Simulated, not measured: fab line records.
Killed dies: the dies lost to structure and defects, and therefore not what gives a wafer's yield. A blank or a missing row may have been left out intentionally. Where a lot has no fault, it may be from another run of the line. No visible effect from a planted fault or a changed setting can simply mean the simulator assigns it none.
A lot that was struck, set against a sound lot | flow nand-harc | 13 steps out of a route of 1302
Sound: wafers L780.1, L780.3, L780.4. Wafers L796.4, L796.5, L796.6 were the ones struck. The cause is named last.
Each step with rows lists, per side, the tool, then ch with its chambers, then its first start. Under that, the readings that differ: sound wafers | struck wafers | difference of the means | sigmas: that difference in standard deviations of wafers without a fault.
alike: a reading whose means differ by less than 2 such deviations, as well as words and numbers matching on both sides. not compared: withheld readings; readings where some wafer has no value; bounds like >300 that might hide an equal value; numbers whose values overlap and for which the record gives no deviation.
A row with sigmas, a row that says differs or no value, or rows on one side alone: a step with any of these is where the two part. Numbers that have no deviation but don't overlap get no sigmas and don't part them. A reading that every wafer of one side lacks parts them only if that side has two wafers or more.

first, 3 steps without rows for these wafers: NHARC_A_ZERO_WELL_IMPLANT_15; NHARC_A_ZERO_WELL_PRECLEAN_22 (cleans in SC1, time 60 s); NHARC_A_ZERO_WELL_SRD_23.
NHARC_A_ZERO_WELL_RTA_16: time 10 s.
  sound on rtp-anneal-01 ch 0, day 7 12:38; struck on rtp-anneal-01 ch 0, day 14 16:09
  alike: lamp-power-pct, lamp_zone_6_pct, wafer_temp_C_max
NHARC_A_ZERO_WELL_INSPECT_17:
  sound: defect-inspect-02 at day 7 12:50; struck: defect-inspect-02 at day 14 16:16
  alike: raw-defect-count
then, 3 steps without rows for these wafers: NHARC_A_SOURCE_PLATE_PRECLEAN_00 (cleans in HF-LAST, time 60 s); NHARC_A_SOURCE_PLATE_SRD_01; NHARC_A_SOURCE_PLATE_OXIDE_02 (material SiO2, target thk 10 nm, ox time 1362 s).
NHARC_A_SOURCE_PLATE_THK_MEAS_09: measures by ellipsometry.
  sound: film-metro-01 at day 7 17:42; struck: film-metro-01 at day 15 01:15
  alike: thk-nm
then, 2 steps without rows for these wafers: NHARC_A_SOURCE_PLATE_PVD_04 (deposits WSi2, target thk 50 nm); NHARC_A_SOURCE_PLATE_CVD_03 (deposits poly-Si, target thk 200 nm, time 4000 s).
NHARC_A_SOURCE_PLATE_ANNEAL_05: time 1800 s.
  struck on furnace-08, day 15 10:57; sound on furnace-04 ch 0, day 8 02:20
  no value came back on the struck wafers for run-length-s (s), spike-tc-bottom-C (C), spike-tc-top-C (C), tube-center-temp-C (C); on the sound wafers run-length-s (s) reads 1830 1830 1830
NHARC_A_SOURCE_PLATE_THK_MEAS_06: measures by ellipsometry.
  sound: film-metro-01 at day 8 06:13; struck: film-metro-01 at day 15 14:53
  alike: thk-nm

WHERE THEY PART
Only at NHARC_A_SOURCE_PLATE_ANNEAL_05, as far as this record shows. Later steps at which nothing parts them and some readings are alike: NHARC_A_SOURCE_PLATE_THK_MEAS_06.

WHY: what the simulator had put in
Whole step skipped at NHARC_A_SOURCE_PLATE_ANNEAL_05 on furnace-08, starting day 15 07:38. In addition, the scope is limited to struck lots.
